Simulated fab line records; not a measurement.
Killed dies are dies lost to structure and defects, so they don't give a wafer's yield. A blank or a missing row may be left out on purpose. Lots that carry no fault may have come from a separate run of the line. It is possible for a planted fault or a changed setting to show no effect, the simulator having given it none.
fab line records	flow n5_finfet
[record] lots = 24	wafers = 72	last_day = 17
route steps=1938 shown BEOL_M4@1099 BEOL_M5@1128
lots that met no fault: taken from a fault-free run of the same line
start_h: hours from the record's opening day to when the first of the lot's shown wafers began	wait_h: hours from the lot's prior step to this one	" unchanged from the row above	L1.1+2: a single row standing in for several wafers	- no value, or no start given	* or withheld: withheld	< > ~ a bound
route shown NAME@n: names a module that has steps shown in the file, with the first one's number in the route	usual: mean/standard deviation taken from wafers without a fault	same: alike in all rows	chamber/n: place in a boat	sites: per-site readings	_std_site: standard deviation across them	_edge_site: inner sites' mean taken away from outer sites' mean	radius_mm: how far each site lies from the wafer's centre	mask NAME#n: copy n	behind: the tool/chamber that last shaped the wafer	hold: why the lot was held/for how many hours/how that ended	device: whichever transistor did not switch (one of n, p or np)	end of line: at the end of the route, the tests of the same wafers	step lacking rows: just its recipe	killed: at the first sort, the dies lost to defects and structure; wafer yield is something else	map: a wafer's dies, marking killed ones x, the rest . and places with no die _
set.NAME: the setting as run; set.NAME@STEP: as run at that earlier step	model.NAME: the simulator's own value behind a step, which no gauge read
one table for each step of the route and one row for each wafer, over a sample of lots
services: from which hour (start_h, from the record's first day; less than 0 if before it) a tool's chamber was out of use, for how many hours, and why
[[steps]]
[step N5_BEOL_M4_ANNEAL_95]
[recipe] temp_c = 400	time_s = 240	ambient = vacuum
[usual] heater_power_w = 811/80	susceptor_temp_C = 400.03/0.19
lot.wafer	tool	chamber	start_h	wait_h	heater_power_w	susceptor_temp_C
L074.4	pvd_sputter-02	-	157.20	0.0	813	400.15
L074.5	"	-	"	"	904	400.21
L074.6	"	-	"	"	842	399.95
L075.2	pvd_sputter-01	-	172.95	0.0	892	399.94
L075.3	"	-	"	"	697	399.68
L075.4	"	-	"	"	863	399.67
L076.1	pvd_sputter-02	-	175.47	0.0	835	400.33
L076.3	"	-	"	"	784	400.12
L076.4	"	-	"	"	868	400.06
L077.2	pvd_sputter-01	-	176.13	0.0	894	399.97
L077.4	"	-	"	"	887	399.96
L077.5	"	-	"	"	882	400.00
L078.1	pvd_sputter-03	-	191.54	0.0	750	400.18
L078.2	"	-	"	"	804	400.27
L078.4	"	-	"	"	876	399.84
L079.2	pvd_sputter-01	-	193.24	0.0	698	399.84
L079.3	"	-	"	"	853	399.93
L079.5	"	-	"	"	857	400.21
L080.1	pvd_sputter-03	-	198.43	0.0	804	400.11
L080.5	"	-	"	"	755	400.11
L080.6	"	-	"	"	885	400.26
L081.2	pvd_sputter-01	-	199.89	0.0	839	400.02
L081.3	"	-	"	"	694	400.13
L081.5	"	-	"	"	846	399.98
L082.1	pvd_sputter-01	-	217.81	0.0	876	399.84
L082.4	"	-	"	"	840	400.16
L082.6	"	-	"	"	886	399.93
L083.1	pvd_sputter-03	-	219.61	0.0	758	399.96
L083.2	"	-	"	"	822	400.15
L083.5	"	-	"	"	888	399.91
L084.1	pvd_sputter-02	-	219.98	0.0	821	399.80
L084.2	"	-	"	"	850	400.01
L084.4	"	-	"	"	896	400.06
L085.2	pvd_sputter-02	-	225.40	0.0	858	400.29
L085.5	"	-	"	"	890	400.15
L085.6	"	-	"	"	843	400.43
L086.1	pvd_sputter-02	-	244.10	0.0	809	399.95
L086.3	"	-	"	"	869	400.17
L086.4	"	-	"	"	825	400.16
L087.3	pvd_sputter-02	-	247.11	0.0	868	400.14
L087.4	"	-	"	"	788	399.77
L087.6	"	-	"	"	872	400.09
L088.3	pvd_sputter-03	-	247.58	0.0	885	400.03
L088.5	"	-	"	"	796	400.15
L088.6	"	-	"	"	636	399.94
L089.4	pvd_sputter-03	-	253.78	0.0	761	400.12
L089.5	"	-	"	"	649	399.73
L089.6	"	-	"	"	764	399.79
L090.3	pvd_sputter-03	-	265.09	0.0	867	400.14
L090.5	"	-	"	"	733	399.72
L090.6	"	-	"	"	657	399.76
L091.1	pvd_sputter-01	-	268.17	0.0	887	400.28
L091.4	"	-	"	"	854	400.04
L091.5	"	-	"	"	704	399.98
L092.1	pvd_sputter-03	-	272.78	0.0	651	399.99
L092.3	"	-	"	"	867	399.68
L092.6	"	-	"	"	734	399.89
L093.2	pvd_sputter-03	-	275.43	0.0	860	399.97
L093.4	"	-	"	"	739	399.93
L093.6	"	-	"	"	741	399.89
L094.1	pvd_sputter-01	-	280.05	0.0	885	399.97
L094.2	"	-	"	"	711	400.14
L094.6	"	-	"	"	896	400.21
L095.1	pvd_sputter-01	-	299.39	0.0	917	399.79
L095.5	"	-	"	"	865	399.88
L095.6	"	-	"	"	896	400.14
L096.1	pvd_sputter-03	-	304.79	0.0	651	400.22
L096.2	"	-	"	"	849	399.90
L096.6	"	-	"	"	816	399.97
L097.1	pvd_sputter-01	-	320.01	0.0	707	399.78
L097.3	"	-	"	"	891	400.44
L097.5	"	-	"	"	847	400.21
[step N5_BEOL_M4_RS_MEAS_58]
[recipe] thk_meas_gauge = four-point-probe	reads = Co_of_BEOL_M4_CO_CAP_55+Cu_of_BEOL_M4_ECD_50+Co_of_BEOL_M4_CVD_47+TaN_of_BEOL_M4_ALD_84
[usual] M4_RS = 0.67/0.031
lot.wafer	tool	chamber	start_h	wait_h	M4_RS[ohm/sq]
L074.4	film_metro-01	-	158.39	0.0	0.68
L074.5	"	-	"	"	0.68
L074.6	"	-	"	"	0.70
L075.2	film_metro-01	-	174.14	0.1	0.66
L075.3	"	-	"	"	0.64
L075.4	"	-	"	"	0.67
L076.1	film_metro-01	-	176.65	0.0	0.66
L076.3	"	-	"	"	0.65
L076.4	"	-	"	"	0.66
L077.2	film_metro-02	-	177.33	0.1	0.65
L077.4	"	-	"	"	0.70
L077.5	"	-	"	"	0.64
L078.1	film_metro-02	-	192.73	0.0	0.68
L078.2	"	-	"	"	0.66
L078.4	"	-	"	"	0.66
L079.2	film_metro-01	-	194.45	0.1	0.65
L079.3	"	-	"	"	0.70
L079.5	"	-	"	"	0.71
L080.1	film_metro-01	-	199.65	0.1	0.63
L080.5	"	-	"	"	0.68
L080.6	"	-	"	"	0.65
L081.2	film_metro-01	-	201.08	0.1	0.61
L081.3	"	-	"	"	0.61
L081.5	"	-	"	"	0.67
L082.1	film_metro-02	-	219.03	0.1	0.71
L082.4	"	-	"	"	0.75
L082.6	"	-	"	"	0.69
L083.1	film_metro-01	-	220.83	0.1	0.68
L083.2	"	-	"	"	0.72
L083.5	"	-	"	"	0.73
L084.1	film_metro-01	-	221.20	0.0	0.66
L084.2	"	-	"	"	0.67
L084.4	"	-	"	"	0.67
L085.2	film_metro-01	-	226.67	0.1	0.70
L085.5	"	-	"	"	0.68
L085.6	"	-	"	"	0.68
L086.1	film_metro-02	-	245.43	0.0	0.72
L086.3	"	-	"	"	0.66
L086.4	"	-	"	"	0.66
L087.3	film_metro-01	-	248.30	0.1	0.76
L087.4	"	-	"	"	0.73
L087.6	"	-	"	"	0.72
L088.3	film_metro-02	-	248.77	0.1	0.70
L088.5	"	-	"	"	0.69
L088.6	"	-	"	"	0.72
L089.4	film_metro-02	-	254.97	0.0	0.74
L089.5	"	-	"	"	0.72
L089.6	"	-	"	"	0.68
L090.3	film_metro-01	-	266.28	0.1	0.69
L090.5	"	-	"	"	0.67
L090.6	"	-	"	"	0.68
L091.1	film_metro-02	-	269.47	0.0	0.64
L091.4	"	-	"	"	0.64
L091.5	"	-	"	"	0.64
L092.1	film_metro-02	-	274.00	0.1	0.64
L092.3	"	-	"	"	0.68
L092.6	"	-	"	"	0.64
L093.2	film_metro-01	-	276.65	0.1	0.67
L093.4	"	-	"	"	0.63
L093.6	"	-	"	"	0.64
L094.1	film_metro-01	-	281.25	0.0	0.70
L094.2	"	-	"	"	0.68
L094.6	"	-	"	"	0.65
L095.1	film_metro-02	-	300.58	0.0	0.70
L095.5	"	-	"	"	0.65
L095.6	"	-	"	"	0.70
L096.1	film_metro-01	-	305.98	0.0	0.66
L096.2	"	-	"	"	0.65
L096.6	"	-	"	"	0.66
L097.1	film_metro-02	-	321.40	0.0	0.64
L097.3	"	-	"	"	0.63
L097.5	"	-	"	"	0.62
[step N5_BEOL_M5_INSPECT_13]
[recipe] mode = adi	inspect_instrument = brightfield
[usual] raw_defect_count = 405/87
lot.wafer	tool	chamber	start_h	wait_h	raw_defect_count
L074.4	defect_inspect-01	-	161.77	0.0	258
L074.5	"	-	"	"	364
L074.6	"	-	"	"	412
L075.2	defect_inspect-02	-	177.13	0.0	418
L075.3	"	-	"	"	415
L075.4	"	-	"	"	338
L076.1	defect_inspect-01	-	179.41	0.1	443
L076.3	"	-	"	"	394
L076.4	"	-	"	"	380
L077.2	defect_inspect-01	-	179.63	0.0	400
L077.4	"	-	"	"	433
L077.5	"	-	"	"	341
L078.1	defect_inspect-01	-	196.56	0.1	429
L078.2	"	-	"	"	424
L078.4	"	-	"	"	359
L079.2	defect_inspect-01	-	196.73	0.0	494
L079.3	"	-	"	"	344
L079.5	"	-	"	"	592
L080.1	defect_inspect-01	-	204.83	0.1	664
L080.5	"	-	"	"	522
L080.6	"	-	"	"	563
L081.2	defect_inspect-01	-	205.17	0.0	319
L081.3	"	-	"	"	358
L081.5	"	-	"	"	280
L082.1	defect_inspect-01	-	222.49	0.1	308
L082.4	"	-	"	"	317
L082.6	"	-	"	"	388
L084.1	defect_inspect-01	-	225.65	0.1	579
L084.2	"	-	"	"	331
L084.4	"	-	"	"	536
L083.1	defect_inspect-01	-	225.76	0.1	301
L083.2	"	-	"	"	291
L083.5	"	-	"	"	344
L085.2	defect_inspect-01	-	228.94	0.0	392
L085.5	"	-	"	"	437
L085.6	"	-	"	"	491
L086.1	defect_inspect-01	-	248.48	0.1	356
L086.3	"	-	"	"	282
L086.4	"	-	"	"	344
L087.3	defect_inspect-01	-	251.62	0.0	317
L087.4	"	-	"	"	300
L087.6	"	-	"	"	311
L088.3	defect_inspect-02	-	251.81	0.1	283
L088.5	"	-	"	"	326
L088.6	"	-	"	"	291
L089.4	defect_inspect-02	-	258.72	0.0	462
L089.5	"	-	"	"	539
L089.6	"	-	"	"	509
L090.3	defect_inspect-02	-	269.51	0.0	445
L090.5	"	-	"	"	546
L090.6	"	-	"	"	379
L091.1	defect_inspect-02	-	273.55	0.1	526
L091.4	"	-	"	"	394
L091.5	"	-	"	"	538
L092.1	defect_inspect-01	-	276.73	0.1	351
L092.3	"	-	"	"	438
L092.6	"	-	"	"	438
L093.2	defect_inspect-02	-	280.41	0.0	347
L093.4	"	-	"	"	357
L093.6	"	-	"	"	434
L094.1	defect_inspect-02	-	283.82	0.1	246
L094.2	"	-	"	"	395
L094.6	"	-	"	"	297
L095.1	defect_inspect-02	-	302.74	0.1	439
L095.5	"	-	"	"	282
L095.6	"	-	"	"	437
L096.1	defect_inspect-01	-	308.94	0.1	326
L096.2	"	-	"	"	511
L096.6	"	-	"	"	357
L097.1	defect_inspect-02	-	324.50	0.1	290
L097.3	"	-	"	"	375
L097.5	"	-	"	"	312
[step N5_BEOL_M5_CD_MEAS_18]
[recipe] pitch_nm = 56	target_cd_nm = 28
[usual] cd_nm = 28.0/0.36
lot.wafer	tool	chamber	start_h	wait_h	cd_nm
L074.4	cd_sem-03	-	162.24	0.1	27.7
L074.5	"	-	"	"	28.1
L074.6	"	-	"	"	27.5
L075.2	cd_sem-01	-	177.82	0.1	27.3
L075.3	"	-	"	"	27.9
L075.4	"	-	"	"	28.4
L076.1	cd_sem-01	-	180.37	0.0	28.2
L076.3	"	-	"	"	27.8
L076.4	"	-	"	"	28.4
L077.2	cd_sem-03	-	180.61	0.1	28.3
L077.4	"	-	"	"	28.0
L077.5	"	-	"	"	28.3
L078.1	cd_sem-01	-	197.03	0.0	28.1
L078.2	"	-	"	"	28.4
L078.4	"	-	"	"	27.7
L079.2	cd_sem-02	-	197.19	0.1	28.1
L079.3	"	-	"	"	27.4
L079.5	"	-	"	"	28.1
L080.1	cd_sem-01	-	205.31	0.0	27.7
L080.5	"	-	"	"	28.3
L080.6	"	-	"	"	28.0
L081.2	cd_sem-03	-	205.65	0.1	28.5
L081.3	"	-	"	"	28.1
L081.5	"	-	"	"	27.7
L082.1	cd_sem-02	-	223.05	0.0	28.2
L082.4	"	-	"	"	28.1
L082.6	"	-	"	"	27.3
L084.1	cd_sem-01	-	226.12	0.0	27.8
L084.2	"	-	"	"	28.1
L084.4	"	-	"	"	27.9
L083.1	cd_sem-01	-	226.41	0.0	27.9
L083.2	"	-	"	"	27.9
L083.5	"	-	"	"	28.3
L085.2	cd_sem-02	-	229.40	0.1	28.2
L085.5	"	-	"	"	28.6
L085.6	"	-	"	"	28.0
L086.1	cd_sem-03	-	249.01	0.0	28.2
L086.3	"	-	"	"	28.4
L086.4	"	-	"	"	28.1
L087.3	cd_sem-02	-	252.39	0.1	28.2
L087.4	"	-	"	"	27.9
L087.6	"	-	"	"	27.6
L088.3	cd_sem-03	-	252.52	0.1	28.7
L088.5	"	-	"	"	28.4
L088.6	"	-	"	"	27.7
L089.4	cd_sem-02	-	259.18	0.1	27.7
L089.5	"	-	"	"	27.8
L089.6	"	-	"	"	27.4
L090.3	cd_sem-01	-	270.30	0.1	27.5
L090.5	"	-	"	"	27.7
L090.6	"	-	"	"	27.8
L091.1	cd_sem-02	-	274.13	0.0	27.6
L091.4	"	-	"	"	28.3
L091.5	"	-	"	"	27.6
L092.1	cd_sem-02	-	277.20	0.1	28.4
L092.3	"	-	"	"	28.6
L092.6	"	-	"	"	27.8
L093.2	cd_sem-01	-	281.03	0.1	28.1
L093.4	"	-	"	"	27.6
L093.6	"	-	"	"	28.3
L094.1	cd_sem-01	-	284.39	0.0	27.9
L094.2	"	-	"	"	27.9
L094.6	"	-	"	"	28.3
L095.1	cd_sem-03	-	303.20	0.0	27.3
L095.5	"	-	"	"	28.0
L095.6	"	-	"	"	27.8
L096.1	cd_sem-03	-	309.49	0.0	27.4
L096.2	"	-	"	"	28.3
L096.6	"	-	"	"	28.3
L097.1	cd_sem-01	-	325.01	0.0	28.3
L097.3	"	-	"	"	28.7
L097.5	"	-	"	"	28.6
[step N5_BEOL_M5_VIA_ETCH_34]
[recipe] chemistry = C4F6/O2	target = SiCOH_lowk	target_depth_a = 883	mask_material = SOC	taper_deg = 4	time_s = 39.2	ion_energy_ev = 250	pressure_mtorr = 30	source_w = 345	bias_w = 185	Ar_flow_sccm = 300	C4F6_flow_sccm = 10	O2_flow_sccm = 10
[usual] C4F6_flow_sccm = 9.998/0.027	drypump_motor_current_A = 5.6/0.55	oes_product_au = 0.80/0.1	rf_vpp_V = 657/12	showerhead_plenum_p_Torr = 2.83/0.098	throttle_valve_pct = 20.76/0.22
lot.wafer	tool	chamber	start_h	wait_h	C4F6_flow_sccm	drypump_motor_current_A	oes_product_au	rf_hours_counter_h	rf_vpp_V	showerhead_plenum_p_Torr	throttle_valve_pct
L074.4	rie_diel-05	3	163.13	0.0	10.006	5.0	0.68	244	644	2.79	20.57
L074.5	"	2	"	"	9.994	5.7	0.67	-	665	2.93	20.56
L074.6	"	3	"	"	9.942	5.0	0.68	-	645	2.79	20.57
L075.2	rie_diel-05	3	178.88	0.0	10.028	5.0	0.68	250	645	2.79	20.57
L075.3	"	0	"	"	10.029	5.5	0.90	43	664	2.89	20.32
L075.4	"	1	"	"	9.962	5.8	0.68	237	659	2.71	20.87
L076.1	rie_diel-04	3	181.38	0.0	10.005	6.0	0.77	127	644	2.73	20.78
L076.3	"	2	"	"	9.947	6.3	0.71	219	642	2.80	21.06
L076.4	"	1	"	"	9.961	5.0	0.71	169	642	2.73	20.88
L077.2	rie_diel-05	1	181.80	0.0	9.973	5.8	0.68	239	660	2.71	20.88
L077.4	"	0	"	"	10.018	5.6	0.89	-	665	2.89	20.35
L077.5	"	2	"	"	10.015	5.7	0.66	-	664	2.92	20.57
L078.1	rie_diel-03	1	198.49	0.0	10.031	4.9	0.85	52	670	2.98	21.01
L078.2	"	2	"	"	10.017	6.6	0.75	162	668	2.94	20.72
L078.4	"	2	"	"	10.034	6.6	0.75	-	669	2.94	20.69
L079.2	rie_diel-03	1	198.90	0.0	9.999	4.9	0.85	52	669	2.98	21.01
L079.3	"	3	"	"	10.037	5.4	0.97	5	653	2.80	20.83
L079.5	"	2	"	"	10.038	6.6	0.75	-	669	2.94	20.71
L080.1	rie_diel-04	2	206.17	0.0	10.042	6.3	0.70	226	641	2.79	21.05
L080.5	"	1	"	"	10.020	5.0	0.70	-	642	2.73	20.88
L080.6	"	2	"	"	10.012	6.3	0.69	-	641	2.79	21.05
L081.2	rie_diel-03	3	206.49	0.0	10.017	5.4	0.96	8	652	2.80	20.84
L081.3	"	2	"	"	10.011	6.6	0.75	165	668	2.94	20.72
L081.5	"	2	"	"	9.986	6.6	0.76	-	669	2.94	20.73
L082.1	rie_diel-04	2	224.90	0.0	10.011	6.3	0.70	231	642	2.79	21.06
L082.4	"	0	"	"	9.995	5.1	0.69	222	676	2.69	20.71
L082.6	"	0	"	"	9.984	5.1	0.70	-	677	2.69	20.71
L084.1	rie_diel-05	0	226.90	0.0	10.009	5.4	0.86	61	664	2.88	20.37
L084.2	"	2	"	"	9.983	5.7	0.65	254	664	2.91	20.57
L084.4	"	3	"	"	9.991	5.0	0.97	-	646	2.79	20.17
L083.1	rie_diel-04	0	227.06	0.0	10.036	5.1	0.70	223	676	2.69	20.73
L083.2	"	3	"	"	9.970	6.1	0.76	141	645	2.72	20.79
L083.5	"	2	"	"	10.048	6.3	0.70	-	641	2.79	21.06
L085.2	rie_diel-03	2	232.07	0.0	10.024	6.6	0.74	174	669	2.93	20.73
L085.5	"	1	"	"	9.995	4.9	0.85	-	669	2.98	21.04
L085.6	"	0	"	"	9.978	5.6	0.97	-	647	2.79	20.67
L086.1	rie_diel-04	1	250.30	0.0	9.988	5.0	0.70	186	644	2.72	20.91
L086.3	"	0	"	"	9.981	5.1	0.69	229	677	2.69	20.72
L086.4	"	3	"	"	10.026	6.1	0.75	147	645	2.72	20.80
L088.3	rie_diel-03	0	254.57	0.0	9.972	5.7	0.93	12	647	2.79	20.69
L088.5	"	0	"	"	9.936	5.7	0.93	-	648	2.79	20.69
L088.6	"	2	"	"	10.002	6.6	0.75	-	668	2.93	20.73
L087.3	rie_diel-03	2	254.96	0.0	10.046	6.6	0.75	179	668	2.93	20.75
L087.4	"	3	"	"	9.979	5.4	0.91	-	652	2.79	20.85
L087.6	"	0	"	"	10.011	5.7	0.93	-	648	2.79	20.69
L089.4	rie_diel-04	1	259.79	0.0	10.034	5.0	0.70	190	642	2.72	20.93
L089.5	"	1	"	"	10.030	5.0	0.70	-	643	2.72	20.93
L089.6	"	2	"	"	9.958	6.3	0.69	-	643	2.79	21.08
L090.3	rie_diel-03	1	272.45	0.0	9.989	4.9	0.83	73	670	2.97	21.05
L090.5	"	1	"	"	9.990	4.9	0.83	-	669	2.97	21.04
L090.6	"	0	"	"	9.997	5.7	0.93	-	647	2.78	20.70
L091.1	rie_diel-03	2	275.49	0.0	10.030	6.6	0.74	185	668	2.93	20.76
L091.4	"	0	"	"	10.011	5.6	0.92	17	645	2.78	20.70
L091.5	"	2	"	"	10.002	6.6	0.75	-	667	2.93	20.76
L092.1	rie_diel-04	3	279.56	0.0	9.974	6.1	0.75	157	643	2.72	20.81
L092.3	"	1	"	"	9.988	5.0	0.69	195	641	2.72	20.93
L092.6	"	2	"	"	10.009	6.3	0.69	-	642	2.78	21.09
L093.2	rie_diel-03	0	284.87	0.0	9.998	5.6	0.92	19	649	2.78	20.69
L093.4	"	2	"	"	10.091	6.6	0.74	186	669	2.93	20.75
L093.6	"	3	"	"	9.986	5.4	0.91	-	651	2.79	20.86
L094.1	rie_diel-03	0	285.62	0.0	10.000	5.6	0.93	19	647	2.78	20.70
L094.2	"	1	"	"	10.043	4.9	0.82	77	670	2.97	21.05
L094.6	"	0	"	"	9.997	5.7	0.92	-	649	2.78	20.69
L095.1	rie_diel-03	3	303.96	0.0	9.937	5.5	0.90	36	651	2.79	20.87
L095.5	"	1	"	"	9.995	4.9	0.83	-	669	2.97	21.06
L095.6	"	2	"	"	9.950	6.6	0.74	-	669	2.92	20.77
L096.1	rie_diel-05	3	310.37	0.0	9.969	5.0	0.91	34	645	2.78	20.22
L096.2	"	2	"	"	10.022	5.7	0.96	12	664	2.91	20.28
L096.6	"	0	"	"	10.025	5.5	0.83	-	663	2.87	20.39
L097.1	rie_diel-05	3	325.80	0.0	9.962	5.0	0.90	38	645	2.78	20.22
L097.3	"	2	"	"	9.985	5.7	0.95	16	664	2.91	20.30
L097.5	"	2	"	"	9.986	5.7	0.94	-	663	2.91	20.28
[step N5_BEOL_M5_OCD_MEAS_38]
[usual] trench_depth_nm = 71.7/1.5
lot.wafer	tool	chamber	start_h	wait_h	trench_depth_nm
L074.4	ocd-02	-	163.37	-	71.0
L074.5	"	-	"	"	71.2
L074.6	"	-	"	"	71.4
L075.2	ocd-02	-	179.12	-	71.4
L075.3	"	-	"	"	71.8
L075.4	"	-	"	"	68.4
L076.1	ocd-01	-	181.62	-	72.1
L076.3	"	-	"	"	71.9
L076.4	"	-	"	"	70.2
L077.2	ocd-02	-	182.04	-	68.8
L077.4	"	-	"	"	72.6
L077.5	"	-	"	"	70.4
L078.1	ocd-01	-	198.73	-	72.3
L078.2	"	-	"	"	72.1
L078.4	"	-	"	"	71.9
L079.2	ocd-01	-	199.14	-	72.0
L079.3	"	-	"	"	74.7
L079.5	"	-	"	"	70.9
L080.1	ocd-01	-	206.41	-	72.6
L080.5	"	-	"	"	69.8
L080.6	"	-	"	"	72.3
L081.2	ocd-01	-	206.73	-	73.8
L081.3	"	-	"	"	70.8
L081.5	"	-	"	"	70.6
L082.1	ocd-01	-	225.14	-	71.8
L082.4	"	-	"	"	71.5
L082.6	"	-	"	"	70.6
L084.1	ocd-02	-	227.14	-	71.7
L084.2	"	-	"	"	70.8
L084.4	"	-	"	"	73.3
L083.1	ocd-01	-	227.30	-	70.2
L083.2	"	-	"	"	69.9
L083.5	"	-	"	"	70.6
L085.2	ocd-02	-	232.31	-	70.6
L085.5	"	-	"	"	72.2
L085.6	"	-	"	"	73.3
L086.1	ocd-02	-	250.54	-	70.4
L086.3	"	-	"	"	72.2
L086.4	"	-	"	"	70.8
L088.3	ocd-02	-	254.81	-	73.6
L088.5	"	-	"	"	74.2
L088.6	"	-	"	"	70.7
L087.3	ocd-02	-	255.20	-	70.3
L087.4	"	-	"	"	74.0
L087.6	"	-	"	"	72.4
L089.4	ocd-02	-	260.04	-	69.0
L089.5	"	-	"	"	69.4
L089.6	"	-	"	"	70.4
L090.3	ocd-02	-	272.69	-	71.5
L090.5	"	-	"	"	71.2
L090.6	"	-	"	"	73.0
L091.1	ocd-02	-	275.74	-	71.8
L091.4	"	-	"	"	74.6
L091.5	"	-	"	"	71.4
L092.1	ocd-02	-	279.79	-	71.3
L092.3	"	-	"	"	68.1
L092.6	"	-	"	"	72.4
L093.2	ocd-02	-	285.11	-	73.5
L093.4	"	-	"	"	71.3
L093.6	"	-	"	"	74.1
L094.1	ocd-02	-	285.86	-	73.3
L094.2	"	-	"	"	71.5
L094.6	"	-	"	"	73.6
L095.1	ocd-02	-	304.20	-	74.1
L095.5	"	-	"	"	73.1
L095.6	"	-	"	"	71.9
L096.1	ocd-02	-	310.61	-	72.0
L096.2	"	-	"	"	72.6
L096.6	"	-	"	"	70.6
L097.1	ocd-01	-	326.04	-	72.9
L097.3	"	-	"	"	72.1
L097.5	"	-	"	"	72.7
[[services]]
tool	chamber	start_h	hours	kind
rie_diel-03	3	162.99	-	clean
rie_diel-03	3	162.99	-	consumable_replace:focus_ring
rie_diel-03	3	162.99	17.8	scheduled_down
rie_diel-03	3	162.99	17.8	vent_cycle
rie_diel-05	3	180.01	-	clean
rie_diel-05	3	180.01	-	consumable_replace:focus_ring
rie_diel-04	1	183.48	4.8	repair
rie_diel-03	0	193.33	-	clean
rie_diel-03	0	193.33	-	consumable_replace:focus_ring
rie_diel-03	0	193.33	26.6	scheduled_down
rie_diel-03	0	193.33	26.6	vent_cycle
rie_diel-05	1	212.43	-	clean
rie_diel-05	1	212.43	-	consumable_replace:focus_ring
rie_diel-05	1	212.43	-	consumable_replace:showerhead
rie_diel-05	1	212.43	30.8	scheduled_down
rie_diel-05	1	212.43	30.8	vent_cycle
rie_diel-04	2	287.02	-	clean
rie_diel-04	2	287.02	-	consumable_replace:focus_ring
rie_diel-04	0	309.21	-	clean
rie_diel-04	0	309.21	-	consumable_replace:esc
rie_diel-04	0	309.21	-	consumable_replace:focus_ring
rie_diel-04	0	309.21	-	consumable_replace:showerhead
rie_diel-04	0	309.21	25.9	scheduled_down
rie_diel-04	0	309.21	25.9	vent_cycle
[[key]]
fault none
